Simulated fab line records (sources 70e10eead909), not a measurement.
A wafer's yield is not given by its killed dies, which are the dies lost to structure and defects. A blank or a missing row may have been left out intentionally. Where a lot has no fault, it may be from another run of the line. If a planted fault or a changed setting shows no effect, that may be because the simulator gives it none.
fab line records -- flow nandHarc
record: lots: 7, wafers: 21, lastDay: 32
route steps=1302 shown A_M1@1191 A_BONDPAD@1202
lots that met no fault: from a run of the same line without faults
startH: hours from the record's opening day to when the first of the lot's shown wafers began -- waitH: hours since the lot's step before -- " repeats the value in the row above -- L1.1+2: a single row standing in for several wafers -- - value missing, or start not given -- * or withheld: withheld -- < > ~ a bound
route shown NAME@n: a module of which the file shows steps, and the number in the route of the first -- usual: the fault-free wafers' mean and standard deviation -- same: alike in all rows -- chamber/n: place in a boat -- sites: the reading at each site -- _std_site: their standard deviation -- _edge_site: outer sites' mean less inner sites' -- radiusMm: for every site, how far away it sits from the centre of the wafer -- mask NAME#n: copy n -- behind: tool/chamber where the wafer was last shaped -- hold: cause of the lot's hold/its duration in hours/its outcome -- device: names the non-switching transistor (n, p or np) -- end of line: tests of these same wafers at the route's end -- a step given without rows: its recipe and nothing more -- killed: not the wafer's yield, but the dies lost to structure and defects at the first sort -- map: shows each die of a wafer: x if killed, . if not, _ if none is there
set.NAME: setting as actually run; set.NAME@STEP: the setting as run at that earlier step -- model.NAME: the simulator's own value behind a step, which no gauge read
lots seen at some steps along the route; tables by step, rows by wafer
services: the hour from which a tool's chamber was out of use, counted from the record's first day as startH (under 0 if before that day), plus the number of hours and why
== steps ==
step: NHARC_A_M1_PVD_20
recipe: targetThkA: 50, biasV: 168.6, powerW: 15000, chamberPressurePa: 0.12, timeS: 8.06, substrateTempC: 50, material: TaN
usual: throttleValvePct: 30.2/1.1
lot.wafer,tool,chamber,startH,waitH,throttleValvePct
L323.2,pvdSputter-02,-,-,-,30.0
L323.1,pvdSputter-02,-,-,-,28.8
L323.5,pvdSputter-02,-,-,-,29.9
L327.2,pvdSputter-02,-,-,-,30.2
L327.3,pvdSputter-02,-,-,-,28.8
L327.5,pvdSputter-02,-,-,-,30.9
L332.3,pvdSputter-03,-,-,-,29.9
L332.4,pvdSputter-03,-,-,-,30.5
L332.5,pvdSputter-03,-,-,-,30.0
L334.2,pvdSputter-02,-,-,-,30.9
L334.1,pvdSputter-02,-,-,-,28.9
L334.3,pvdSputter-02,-,-,-,29.5
L335.3,pvdSputter-03,-,-,-,30.0
L335.2,pvdSputter-03,-,-,-,30.3
L335.4,pvdSputter-03,-,-,-,33.0
L340.1,pvdSputter-02,-,-,-,29.5
L340.5,pvdSputter-02,-,-,-,30.7
L340.6,pvdSputter-02,-,-,-,31.5
L342.2,pvdSputter-01,-,-,-,29.9
L342.3,pvdSputter-01,-,-,-,30.8
L342.5,pvdSputter-01,-,-,-,31.0
step: NHARC_A_M1_PVD_21
recipe: targetThkA: 300, chamberPressurePa: 5, powerW: 5000, substrateTempC: 30, timeS: 20.49, material: Cu
step: NHARC_A_M1_ECD_22
recipe: targetThkA: 4000, bathTempC: 25, material: Cu
step: NHARC_A_M1_ANNEAL_31
recipe: tempC: 225, timeS: 90
step: NHARC_A_M1_CMP_23
recipe: tOverpolishS: 20, targetThkNm: 154.34
usual: edgeZonePressureFrac: 1.000/0.0051, motorCurrentA: 11.8/1.2, timeToEndpointS: 28/3.2
lot.wafer,tool,chamber,startH,waitH,edgeZonePressureFrac,motorCurrentA,timeToEndpointS
L323.2,cmp-04,0,547.79,-,0.990,11.6,28
L323.1,cmp-04,1,547.79,-,1.001,12.1,30
L323.5,cmp-04,3,547.79,-,0.999,11.6,27
L327.2,cmp-04,0,578.85,-,1.000,11.3,27
L327.3,cmp-04,3,578.85,-,1.006,11.6,31
L327.5,cmp-04,0,578.85,-,1.001,12.0,27
L332.4,cmp-03,2,635.74,-,0.999,10.7,28
L332.3,cmp-03,1,635.74,-,1.014,9.6,28
L332.5,cmp-03,3,635.74,-,0.996,11.7,26
L334.3,cmp-04,3,640.66,-,1.005,11.6,27
L334.1,cmp-04,1,640.66,-,1.000,12.4,31
L334.2,cmp-04,2,640.66,-,0.999,11.0,35
L335.3,cmp-03,2,648.60,-,0.997,10.9,28
L335.2,cmp-03,0,648.60,-,1.006,11.3,22
L335.4,cmp-03,1,648.60,-,1.003,10.2,24
L340.1,cmp-03,3,713.17,-,0.998,10.8,26
L340.6,cmp-03,1,713.17,-,0.988,10.6,24
L340.5,cmp-03,2,713.17,-,0.995,11.4,28
L342.3,cmp-01,3,722.39,-,0.998,11.5,32
L342.2,cmp-01,0,722.39,-,0.994,12.9,28
L342.5,cmp-01,3,722.39,-,0.996,10.9,31
step: NHARC_A_M1_THK_MEAS_24
recipe: thkMeasGauge: xrf
usual: thkNm: 153.9/1.7
lot.wafer,tool,chamber,startH,waitH,thkNm
L323.1,filmMetro-02,-,548.04,-,154.1
L323.2,filmMetro-02,-,548.04,-,152.8
L323.5,filmMetro-02,-,548.04,-,151.7
L327.2,filmMetro-01,-,579.17,-,154.9
L327.3,filmMetro-01,-,579.17,-,154.6
L327.5,filmMetro-01,-,579.17,-,156.2
L332.3,filmMetro-02,-,636.05,-,153.1
L332.4,filmMetro-02,-,636.05,-,154.5
L332.5,filmMetro-02,-,636.05,-,152.9
L334.1,filmMetro-01,-,640.98,-,151.7
L334.2,filmMetro-01,-,640.98,-,152.2
L334.3,filmMetro-01,-,640.98,-,155.0
L335.2,filmMetro-02,-,648.92,-,152.7
L335.3,filmMetro-02,-,648.92,-,155.6
L335.4,filmMetro-02,-,648.92,-,153.0
L340.1,filmMetro-02,-,713.43,-,154.8
L340.5,filmMetro-02,-,713.43,-,151.9
L340.6,filmMetro-02,-,713.43,-,151.8
L342.2,filmMetro-01,-,722.68,-,152.9
L342.3,filmMetro-01,-,722.68,-,154.0
L342.5,filmMetro-01,-,722.68,-,155.8
step: NHARC_A_M1_SRD_25
step: NHARC_A_M1_INSPECT_27
usual: rawDefectCount: 518/120
lot.wafer,tool,chamber,startH,waitH,rawDefectCount
L323.1,defectInspect-01,-,548.20,0.0,490
L323.2,defectInspect-01,-,548.20,0.0,791
L323.5,defectInspect-01,-,548.20,0.0,863
L327.2,defectInspect-02,-,579.32,0.0,495
L327.3,defectInspect-02,-,579.32,0.0,442
L327.5,defectInspect-02,-,579.32,0.0,531
L332.3,defectInspect-02,-,636.20,0.0,366
L332.4,defectInspect-02,-,636.20,0.0,426
L332.5,defectInspect-02,-,636.20,0.0,521
L334.1,defectInspect-02,-,641.13,0.0,416
L334.2,defectInspect-02,-,641.13,0.0,601
L334.3,defectInspect-02,-,641.13,0.0,585
L335.2,defectInspect-01,-,649.08,0.0,608
L335.3,defectInspect-01,-,649.08,0.0,741
L335.4,defectInspect-01,-,649.08,0.0,520
L340.1,defectInspect-02,-,713.58,0.0,571
L340.5,defectInspect-02,-,713.58,0.0,783
L340.6,defectInspect-02,-,713.58,0.0,642
L342.2,defectInspect-01,-,722.87,0.0,681
L342.3,defectInspect-01,-,722.87,0.0,574
L342.5,defectInspect-01,-,722.87,0.0,400
step: NHARC_A_M1_PRE_CLEAN_32
recipe: timeS: 12, tempC: 370, rfPowerW: 300, gas: NH3
usual: heaterPowerW: 642/82, susceptorTempC: 370.02/0.22
lot.wafer,tool,chamber,startH,waitH,heaterPowerW,susceptorTempC
L323.2,pecvd-02,1,548.27,0.1,728,369.86
L323.1,pecvd-02,0,548.27,0.1,546,370.03
L323.5,pecvd-02,0,548.27,0.1,528,370.20
L327.3,pecvd-02,2,579.39,0.1,564,369.56
L327.2,pecvd-02,1,579.39,0.1,751,370.00
L327.5,pecvd-02,0,579.39,0.1,503,369.79
L332.3,pecvd-02,1,636.78,0.6,671,370.62
L332.4,pecvd-02,1,636.78,0.6,690,370.16
L332.5,pecvd-02,2,636.78,0.6,553,369.91
L334.1,pecvd-03,1,641.20,0.1,758,369.82
L334.2,pecvd-03,2,641.20,0.1,710,369.56
L334.3,pecvd-03,0,641.20,0.1,616,370.02
L335.3,pecvd-03,1,649.14,0.1,769,370.12
L335.2,pecvd-03,0,649.14,0.1,591,369.96
L335.4,pecvd-03,0,649.14,0.1,563,370.28
L340.1,pecvd-02,0,713.66,0.1,534,370.42
L340.5,pecvd-02,2,713.66,0.1,555,369.81
L340.6,pecvd-02,1,713.66,0.1,774,370.12
L342.2,pecvd-03,2,722.94,0.1,630,370.29
L342.3,pecvd-03,0,722.94,0.1,595,370.04
L342.5,pecvd-03,1,722.94,0.1,675,369.92
step: NHARC_A_M1_DEP_33
recipe: targetThkA: 300, tempC: 370, targetThkNm: 30, pressureTorr: 3, flowSccm: 200, rfW: 450, material: SiCN
usual: chamberPressureTorr: 3.000/0.0072, heaterPowerW: 592/80, susceptorTempC: 370.02/0.19
lot.wafer,tool,chamber,startH,waitH,chamberPressureTorr,heaterPowerW,susceptorTempC
L323.2,pecvd-02,1,548.34,0.1,2.983,702,369.97
L323.1,pecvd-02,0,548.34,0.1,2.998,531,369.84
L323.5,pecvd-02,0,548.34,0.1,2.995,519,370.00
L327.3,pecvd-02,2,579.47,0.1,3.013,471,369.74
L327.2,pecvd-02,1,579.47,0.1,2.997,589,370.07
L327.5,pecvd-02,0,579.47,0.1,2.984,522,370.17
L332.3,pecvd-02,1,636.86,0.1,2.993,732,369.83
L332.4,pecvd-02,1,636.86,0.1,3.008,722,369.87
L332.5,pecvd-02,2,636.86,0.1,3.009,512,369.97
L334.1,pecvd-03,1,641.28,0.1,2.999,683,369.91
L334.2,pecvd-03,2,641.28,0.1,3.005,636,369.74
L334.3,pecvd-03,0,641.28,0.1,2.991,497,370.06
L335.3,pecvd-03,1,649.22,0.1,3.007,715,370.11
L335.2,pecvd-03,0,649.22,0.1,3.003,541,369.72
L335.4,pecvd-03,0,649.22,0.1,3.006,533,369.94
L340.1,pecvd-02,0,713.77,0.1,2.991,536,370.40
L340.5,pecvd-02,2,713.77,0.1,2.999,456,369.81
L340.6,pecvd-02,1,713.77,0.1,3.005,694,369.90
L342.2,pecvd-03,2,723.01,0.1,2.996,643,370.15
L342.3,pecvd-03,0,723.01,0.1,2.995,545,370.04
L342.5,pecvd-03,1,723.01,0.1,3.005,686,370.07
step: NHARC_A_BONDPAD_DEP_00
recipe: targetThkA: 2500, tempC: 370, targetThkNm: 250, pressureTorr: 3, flowSccm: 200, rfW: 450, material: SiCN
usual: chamberPressureTorr: 3.000/0.0067, heaterPowerW: 566/69, susceptorTempC: 370.02/0.21
lot.wafer,tool,chamber,startH,waitH,chamberPressureTorr,heaterPowerW,susceptorTempC
L323.2,pecvd-04,2,548.90,-,3.009,610,370.06
L323.1,pecvd-04,0,548.90,-,2.995,444,370.23
L323.5,pecvd-04,1,548.90,-,2.994,584,369.90
L327.2,pecvd-02,0,-,-,3.011,490,370.37
L327.3,pecvd-02,1,-,-,3.003,597,370.08
L327.5,pecvd-02,2,-,-,2.992,451,370.53
L332.3,pecvd-02,0,-,-,2.986,498,370.35
L332.4,pecvd-02,1,-,-,3.008,582,370.06
L332.5,pecvd-02,2,-,-,3.002,519,369.97
L334.1,pecvd-03,0,-,-,2.994,545,369.82
L334.2,pecvd-03,1,-,-,2.996,686,370.23
L334.3,pecvd-03,2,-,-,3.006,683,369.99
L335.2,pecvd-04,1,649.77,-,3.003,623,369.75
L335.3,pecvd-04,2,649.77,-,2.998,616,369.91
L335.4,pecvd-04,1,649.77,-,3.003,637,369.74
L340.1,pecvd-03,0,714.28,-,3.007,531,369.70
L340.6,pecvd-03,0,714.28,-,2.995,539,369.81
L340.5,pecvd-03,1,714.28,-,3.001,660,369.63
L342.3,pecvd-04,2,723.56,-,2.997,622,370.17
L342.2,pecvd-04,1,723.56,-,3.009,561,370.26
L342.5,pecvd-04,1,723.56,-,2.998,568,369.90
step: NHARC_A_BONDPAD_CMP_29
recipe: targetThkNm: 200, material: SiCN
usual: edgeZonePressureFrac: 1.000/0.005, motorCurrentA: 12.0/1.2
lot.wafer,tool,chamber,startH,waitH,edgeZonePressureFrac,motorCurrentA
L323.1,cmp-01,2,549.33,-,0.996,14.6
L323.2,cmp-01,3,549.33,-,1.004,12.1
L323.5,cmp-01,2,549.33,-,0.990,13.7
L327.3,cmp-03,3,580.43,-,0.991,10.9
L327.2,cmp-03,2,580.43,-,0.998,11.6
L327.5,cmp-03,3,580.43,-,1.006,10.7
L332.4,cmp-02,2,637.86,-,-,-
L332.3,cmp-02,0,637.86,-,-,-
L332.5,cmp-02,2,637.86,-,-,-
L334.1,cmp-02,3,642.24,-,-,-
L334.2,cmp-02,0,642.24,-,-,-
L334.3,cmp-02,2,642.24,-,-,-
L335.3,cmp-01,2,650.21,-,-,-
L335.4,cmp-01,3,650.21,-,-,-
L335.2,cmp-01,0,650.21,-,-,-
L340.1,cmp-02,0,714.68,-,0.998,13.0
L340.5,cmp-02,0,714.68,-,0.994,12.7
L340.6,cmp-02,1,714.68,-,0.999,12.3
L342.2,cmp-03,3,724.07,-,0.994,11.2
L342.3,cmp-03,1,724.07,-,0.996,10.3
L342.5,cmp-03,3,724.07,-,1.002,10.8
step: NHARC_A_BONDPAD_THK_MEAS_30
recipe: thkMeasGauge: ellipsometry
usual: thkNm: 199.8/1.8
lot.wafer,tool,chamber,startH,waitH,hold,thkNm
L323.1,filmMetro-01,-,549.55,0.2,-,197.3
L323.2,filmMetro-01,-,549.55,0.2,-,200.8
L323.5,filmMetro-01,-,549.55,0.2,-,198.7
L327.2,filmMetro-01,-,580.69,0.2,-,199.1
L327.3,filmMetro-01,-,580.69,0.2,-,200.8
L327.5,filmMetro-01,-,580.69,0.2,-,201.3
L332.3,filmMetro-02,-,638.13,0.2,awaitDispo/0.2h/release,243.6
L332.4,filmMetro-02,-,638.13,0.2,awaitDispo/0.2h/release,247.2
L332.5,filmMetro-02,-,638.13,0.2,awaitDispo/0.2h/release,250.4
L332.3,filmMetro-02,-,638.30,0.2,-,242.0
L332.4,filmMetro-02,-,638.30,0.2,-,244.6
L332.5,filmMetro-02,-,638.30,0.2,-,251.1
L334.1,filmMetro-01,-,642.49,0.2,awaitDispo/0.2h/release,244.6
L334.2,filmMetro-01,-,642.49,0.2,awaitDispo/0.2h/release,244.5
L334.3,filmMetro-01,-,642.49,0.2,awaitDispo/0.2h/release,247.8
L334.1,filmMetro-01,-,642.66,0.2,-,244.6
L334.2,filmMetro-01,-,642.66,0.2,-,241.8
L334.3,filmMetro-01,-,642.66,0.2,-,246.8
L335.2,filmMetro-01,-,650.43,0.2,awaitDispo/0.2h/release,247.8
L335.3,filmMetro-01,-,650.43,0.2,awaitDispo/0.2h/release,248.5
L335.4,filmMetro-01,-,650.43,0.2,awaitDispo/0.2h/release,255.3
L335.2,filmMetro-01,-,650.60,0.2,-,248.5
L335.3,filmMetro-01,-,650.60,0.2,-,244.3
L335.4,filmMetro-01,-,650.60,0.2,-,254.3
L340.1,filmMetro-02,-,714.94,0.2,-,200.1
L340.5,filmMetro-02,-,714.94,0.2,-,200.6
L340.6,filmMetro-02,-,714.94,0.2,-,201.5
L342.2,filmMetro-01,-,724.30,0.2,-,201.7
L342.3,filmMetro-01,-,724.30,0.2,-,198.7
L342.5,filmMetro-01,-,724.30,0.2,-,200.0
== services ==
tool,chamber,startH,hours,kind
cmp-02,-,526.64,4.0,pm
pecvd-03,-,547.00,13.0,pm
cmp-04,-,552.14,1.0,repair
cmp-03,-,552.90,2.2,repair
cmp-02,-,567.11,0.3,repair
cmp-01,-,577.52,4.0,pm
cmp-02,-,578.67,12.9,repair
pecvd-02,-,589.80,13.0,pm
cmp-01,-,593.63,1.6,repair
cmp-04,-,594.15,0.4,repair
cmp-02,-,600.59,0.5,repair
cmp-04,-,601.18,4.0,pm
cmp-02,-,618.38,1.0,repair
cmp-02,-,624.64,4.0,pm
cmp-04,-,631.13,0.6,repair
pecvd-04,-,631.39,13.0,pm
pvdSputter-02,-,642.92,10.0,pm
cmp-02,-,643.39,0.7,repair
cmp-03,-,645.49,1.9,repair
cmp-02,-,650.05,0.4,repair
cmp-03,-,653.05,4.0,pm
pecvd-03,-,666.21,1.0,repair
cmp-03,-,682.89,1.1,repair
pecvd-03,0,689.06,15.0,repair
== key ==
firstSign: step: NHARC_A_BONDPAD_CMP_29, reading: toolRecord, direction: missing
effect: step: NHARC_A_BONDPAD_THK_MEAS_30, reading: visit, direction: added
effect: step: NHARC_A_BONDPAD_THK_MEAS_30, reading: thkNm, direction: up, sigmas: 26, usual: 199.8, struck: 247.7
metAt NHARC_A_BONDPAD_CMP_29
struckWafers L332.3,L332.4,L332.5,L334.1,L334.2,L334.3,L335.2,L335.3,L335.4
laterRowsLeftOut L332.3,L332.4,L332.5,L334.1,L334.2,L334.3,L335.2,L335.3,L335.4
sortLeftOut L332.3,L332.4,L332.5,L334.1,L334.2,L334.3,L335.2,L335.3,L335.4
onsetBetween 549.33 637.86
fault: kind: skippedStepWhole, tool: cmp-01,cmp-02, chamber: -, onsetH: 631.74, steps: NHARC_A_BONDPAD_CMP_29, scope: struckLotsOnly
sortLeftOut: the simulated sort isn't trusted on such a fault, so these wafers' sort isn't shown, and their yield isn't known
laterRowsLeftOut: the simulator's readings of these wafers behind a module that went badly wrong aren't trusted and aren't shown, but for the sort
